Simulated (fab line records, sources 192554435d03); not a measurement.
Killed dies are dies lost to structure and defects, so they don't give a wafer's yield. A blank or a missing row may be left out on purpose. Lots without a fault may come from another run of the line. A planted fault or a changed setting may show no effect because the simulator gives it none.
Chamber matching | flow n5_finfet | N5_BEOL_M9_VIA_ETCH_34 on rie_diel-04: 4 sister chambers
The step etches SiCOH lowk in C4F6/O2, target depth 182.4 nm, time 68.4 s. 14 wafers are shown with their chamber, then 7 later ones without.

WAFERS WITH THEIR CHAMBER
wafer  | chamber | drypump_motor_current_A (A) | rf_vpp_V (V) | throttle_valve_pct (%)
L075.1 | 0       | 5.3                         | 701          | 20.38
L075.3 | 1       | 6.2                         | 681          | 21.34
L075.5 | 3       | 5.0                         | 680          | 20.65
L081.2 | 0       | 5.3                         | 702          | 20.37
L081.3 | 1       | 6.2                         | 680          | 21.34
L081.5 | 2       | 4.9                         | 632          | 20.88
L079.3 | 2       | 4.9                         | 633          | 20.88
L079.4 | 3       | 5.0                         | 680          | 20.68
L079.6 | 0       | 5.3                         | 703          | 20.38
L085.1 | 1       | 6.2                         | 693          | 21.09
L085.2 | 2       | 4.9                         | 631          | 20.88
L085.6 | 2       | 4.9                         | 632          | 20.90
L088.2 | 3       | 5.0                         | 681          | 20.68
L088.3 | 0       | 5.2                         | 702          | 20.41

SIGNATURES (means of the wafers above)
reading                 | chamber 0 | chamber 1 | chamber 2 | chamber 3 | scatter within a chamber
drypump_motor_current_A | 5.275     | 6.200     | 4.900     | 5.000     | 0.0274
rf_vpp_V                | 702.00    | 684.67    | 632.00    | 680.33    | 3.31
throttle_valve_pct      | 20.3850   | 21.2567   | 20.8850   | 20.6700   | 0.0659
Rule: a wafer's distance from a chamber is the root of the sum, over the readings, of the square of ((its reading less the chamber's mean) divided by the reading's scatter). The wafer belongs to the nearest chamber; if the next one is less than 2 further off, it can't be placed. The scatter: the root of (the sum of the squares of (reading less its chamber's mean) over the shown wafers, divided by (wafers less chambers)).

WAFERS WITHOUT THEIR CHAMBER
wafer  | drypump_motor_current_A (A) | rf_vpp_V (V) | throttle_valve_pct (%)
L088.6 | 5.3                         | 703          | 20.41
L093.1 | 6.2                         | 690          | 21.11
L093.4 | 5.0                         | 680          | 20.68
L093.5 | 4.9                         | 633          | 20.92
L097.1 | 5.3                         | 701          | 20.43
L097.2 | 6.2                         | 692          | 21.14
L097.5 | 5.0                         | 679          | 20.71

WHICH CHAMBER EACH WENT THROUGH
wafer  | from the rows above | in truth
L088.6 | 0                   | 0
L093.1 | 1                   | 1
L093.4 | 3                   | 3
L093.5 | 2                   | 2
L097.1 | 0                   | 0
L097.2 | 1                   | 1
L097.5 | 3                   | 3
Placed correctly: 7 of 7. Can't be placed from these rows: 0. Placed wrongly: 0.
